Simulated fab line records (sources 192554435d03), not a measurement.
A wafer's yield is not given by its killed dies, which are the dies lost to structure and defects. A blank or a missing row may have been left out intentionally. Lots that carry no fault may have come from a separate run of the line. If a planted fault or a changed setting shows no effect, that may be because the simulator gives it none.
Split-lot trial + flow n5 finfet + 21 wafers read from 7 lots, route of 1938 steps

## ABOUT THE SPLIT
At N5_BEOL_M2_COAT_22 (resist thk 30 nm), the setting spin rpm was moved away from the recipe's 1500 rpm on 9 of the 21 wafers read, by -8.1% to +10.9%. For the rest of the wafers, this setting stayed at what the recipe calls for.

## FROM THE SPLIT TO THE READING: what the file shows between them, 2 steps
- N5_BEOL_M2_EBR_24
- N5_BEOL_M2_SOFTBAKE_23: time 60 s

## THE READING
CAR-EUV_of_BEOL_M2_COAT_22.thk nm (the simulator's own value, which no gauge read), in nm, at N5_BEOL_M2_DESCUM_33 (chemistry O2, time 7 s). The file does not state a usual value for it. Here, 12 wafers ran the recipe; their average is 26.1 nm with a standard deviation of 0.087 nm.

| wafer  | tool, chamber at the split | spin rpm as run, rpm | against the recipe | CAR-EUV_of_BEOL_M2_COAT_22.thk nm, nm | against lot-mates on the recipe |
|--------|----------------------------|----------------------|--------------------|---------------------------------------|---------------------------------|
| L085.1 | litho track-04, 0          | 1448                 | -3.5%              | 26.6                                  | +0.6                            |
| L085.2 | litho track-04, 0          | 1448                 | -3.5%              | 26.6                                  | +0.6                            |
| L085.3 | litho track-04, 0          | 1500                 | recipe             | 26                                    | -                               |
| L086.1 | litho track-05, 0          | 1500                 | recipe             | 26                                    | -                               |
| L086.2 | litho track-05, 0          | 1664                 | +10.9%             | 24.6                                  | -1.4                            |
| L086.4 | litho track-05, 0          | 1664                 | +10.9%             | 24.6                                  | -1.4                            |
| L088.3 | litho track-04, 0          | 1378                 | -8.1%              | 27.4                                  | +1.4                            |
| L088.4 | litho track-04, 0          | 1378                 | -8.1%              | 27.4                                  | +1.4                            |
| L088.6 | litho track-04, 0          | 1500                 | recipe             | 26                                    | -                               |
| L089.1 | litho track-04, 0          | 1500                 | recipe             | 26                                    | -                               |
| L089.4 | litho track-04, 0          | 1500                 | recipe             | 26                                    | -                               |
| L089.6 | litho track-04, 0          | 1500                 | recipe             | 26                                    | -                               |
| L091.2 | litho track-01, 0          | 1551                 | +3.4%              | 25.4                                  | -0.6                            |
| L091.3 | litho track-01, 0          | 1551                 | +3.4%              | 25.6                                  | -0.4                            |
| L091.5 | litho track-01, 0          | 1500                 | recipe             | 26                                    | -                               |
| L090.1 | litho track-05, 0          | 1615                 | +7.7%              | 25                                    | -1.1                            |
| L090.4 | litho track-05, 0          | 1500                 | recipe             | 26.2                                  | -                               |
| L090.6 | litho track-05, 0          | 1500                 | recipe             | 26                                    | -                               |
| L096.4 | litho track-04, 0          | 1500                 | recipe             | 26.2                                  | -                               |
| L096.6 | litho track-04, 0          | 1500                 | recipe             | 26.2                                  | -                               |
| L096.5 | litho track-04, 0          | 1500                 | recipe             | 26                                    | -                               |

THE FIT
A straight line over all 21 wafers: CAR-EUV_of_BEOL_M2_COAT_22.thk nm changes by -0.146 nm for each +1% of spin rpm; r = -0.99; the points scatter about the line by 0.1 nm.
The same after taking each lot's own level away (the mean of its wafers on the recipe; 21 wafers): -0.147 nm for each +1%; r = -0.99; scatter 0.1 nm.
Per that fit: largest spin rpm move, reading shift of 1.6 nm.
Across the lots, their own levels run from 26.00 to 26.13 nm, a range of 1.5 times the standard deviation given above.
Consequently the slope shifts little with the lot-to-lot level, the two slopes agreeing.
Check: -1.61 nm against its lot-mates is what the line predicts for one of the wafers moved furthest among these (+10.9%) when that wafer is left out of the fit. It came out at -1.4 nm against them.

## THE WHOLE CHAIN: every reading that the file lists as answering this split, in the file's order
| step                 | what it does           | reading                                                                            | change (the file's fit)               | r (the file's) |
|----------------------|------------------------|------------------------------------------------------------------------------------|---------------------------------------|----------------|
| N5_BEOL_M2_COAT_22   | resist thk 30 nm       | CAR-EUV_of_BEOL_M2_COAT_22.thk nm (the simulator's own value, which no gauge read) | -0.147 nm for each +1% of the setting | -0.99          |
| N5_BEOL_M2_DESCUM_33 | chemistry O2, time 7 s | CAR-EUV_of_BEOL_M2_COAT_22.thk nm (the simulator's own value, which no gauge read) | -0.145 nm for each +1% of the setting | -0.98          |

## FILE'S OWN FIT
CAR-EUV_of_BEOL_M2_COAT_22.thk nm changes by -0.145 nm for each +1% of spin rpm, r = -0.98.
